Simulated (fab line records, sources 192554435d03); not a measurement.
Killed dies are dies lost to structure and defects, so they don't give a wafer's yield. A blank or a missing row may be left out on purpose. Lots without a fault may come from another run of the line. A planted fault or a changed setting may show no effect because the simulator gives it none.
A struck lot beside a sound one | flow n5_finfet | 16 steps out of a route of 1938
Sound: wafers L320.3, L320.4, L320.5. Struck: wafers L322.1, L322.2, L322.6. The cause comes at the end.
At each step with rows: each side's tool, then ch and its chambers, then its first start. Under that, the readings that differ: sound wafers | struck wafers | difference of the means | sigmas: that difference in standard deviations of wafers without a fault.
alike: readings whose means differ by less than 2 such deviations, and words and numbers that are the same on both sides. not compared: withheld readings, readings that some wafer has no value for, bounds like >300 that may hide the same value, and numbers for which the record gives no deviation and whose values overlap.
The two part at a step that has a row with sigmas, a row that says differs or no value, or rows on one side only. Numbers that don't overlap but have no deviation are shown without sigmas and don't part them. A reading that every wafer of one side lacks parts them only if that side has two wafers or more.

first, 6 steps without rows for these wafers: N5_FIN_CUT_COAT_02 (resist thk 30 nm); N5_FIN_CUT_EBR_04; N5_FIN_CUT_SOFTBAKE_03 (time 60 s); N5_FIN_CUT_EXPOSE_05 (exposes mask FIN CUT); N5_FIN_CUT_PEB_06 (peb time 60 s); N5_FIN_CUT_DEVELOP_07 (develop time 30 s).
N5_FIN_CUT_CD_MEAS_08: target cd 29.1 nm.
  sound on cd_sem-02 ch 0, day 3 03:37; struck on cd_sem-03 ch 0, day 3 15:33
  alike: cd_nm
N5_FIN_CUT_OVL_MEAS_09:
  sound on overlay-01 ch 0, day 3 03:39; struck on overlay-02 ch 0, day 3 15:35
  alike: FIN_CUT_OVL
N5_FIN_CUT_INSPECT_10: inspects for defects (brightfield).
  sound on defect_inspect-01, day 3 03:42; struck on defect_inspect-02, day 3 15:38
  alike: raw_defect_count
N5_FIN_CUT_DESCUM_13: chemistry O2, time 7 s.
  sound on rie_diel-04 ch 0,1,2, day 3 03:44; struck on rie_diel-03 ch 0,1,2, day 3 15:51
  alike: chamber_pressure_mTorr, drypump_motor_current_A, oes_product_au, rf_vpp_V, showerhead_plenum_p_Torr, throttle_valve_pct
  not compared: rf_hours_counter_h
N5_FIN_CUT_ETCH_30: etches underlayer in N2/H2, target depth 13 nm, time 10.4 s.
  sound on rie_diel-04 ch 0,1,2, day 3 03:46; struck on rie_diel-03 ch 0,1,2, day 3 15:53
  alike: bias_w, chamber_pressure_mTorr, drypump_motor_current_A, etch_rf_on_time_s, oes_product_au, rf_vpp_V, showerhead_plenum_p_Torr, throttle_valve_pct
  not compared: rf_hours_counter_h
N5_FIN_CUT_ETCH_20: etches SiARC in CF4, target depth 26 nm, time 43.3 s.
  sound on rie_diel-04 ch 0,1,2, day 3 03:47; struck on rie_diel-03 ch 0,1,2, day 3 15:54
  alike: bias_w, chamber_pressure_mTorr, drypump_motor_current_A, etch_rf_on_time_s, oes_product_au, rf_vpp_V, showerhead_plenum_p_Torr, throttle_valve_pct
  not compared: rf_hours_counter_h
N5_FIN_CUT_ETCH_21: etches SOC in N2/H2, target depth 219 nm, overetch 43.8 nm, time 523.5 s.
  sound on rie_diel-04 ch 0,1,2, day 3 03:49; struck on rie_diel-03 ch 0,1,2, day 3 15:56
  reading      | sound             | struck            | difference | sigmas
  bias_w (W)   | 61.37 61.07 61.17 | 58.08 57.91 57.69 | -3.31      | -17
  rf_vpp_V (V) | 240.6 239.4 238.8 | 233.1 234.9 233.0 | -5.9       | -4
  alike: chamber_pressure_mTorr, drypump_motor_current_A, oes_product_au, showerhead_plenum_p_Torr, throttle_valve_pct
  not compared: rf_hours_counter_h, model.SiARC_of_FIN_CUT_COAT_19.thk_nm
then, 1 step without rows for these wafers: N5_FIN_CUT_STRIP_23 (strips in N2/H2).
-- the record jumps here: 6 days lie between the struck wafers' starts before and after (it left off in module FIN_CUT and takes up again in module BEOL_M4, whose first step shown is number 1111 of the route) --
N5_BEOL_M4_RC_MEAS_101:
  sound on prober-01 ch 0, day 9 07:44; struck on prober-02 ch 0, day 9 09:39
  alike: DIBL_N, DIBL_P, IOFF_N, IOFF_P, ION_N, ION_P, SS_N, SS_P, VT_N, VT_P
-- the record jumps here: 5 days lie between the struck wafers' starts before and after (it left off in module BEOL_M4 and takes up again in module PASSIVATION, whose first step shown is number 1936 of the route) --
N5_PASSIVATION_PROBE_49:
  sound on prober-02, day 14 04:52; struck on prober-02, day 14 08:26
  alike: defect_limited_yield, killed_at_M0_to_M3, killed_at_M4_up, killed_at_contacts, killed_at_front_end, killed_at_other, killed_dies, killed_open, killed_short, sort_bin_4_leakage, sort_bin_5_function, sort_bin_6_memory, sort_bin_8_speed, sort_n_pass, sort_yield_pct

WHERE THEY PART
Only at N5_FIN_CUT_ETCH_21, within this record. Later steps at which nothing parts them and some readings are alike: N5_BEOL_M4_RC_MEAS_101, N5_PASSIVATION_PROBE_49.

WHY: what the simulator had put in
Process parameter drift: rie_diel-03, from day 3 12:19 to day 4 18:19, at N5_FIN_CUT_ETCH_21. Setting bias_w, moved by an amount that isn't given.
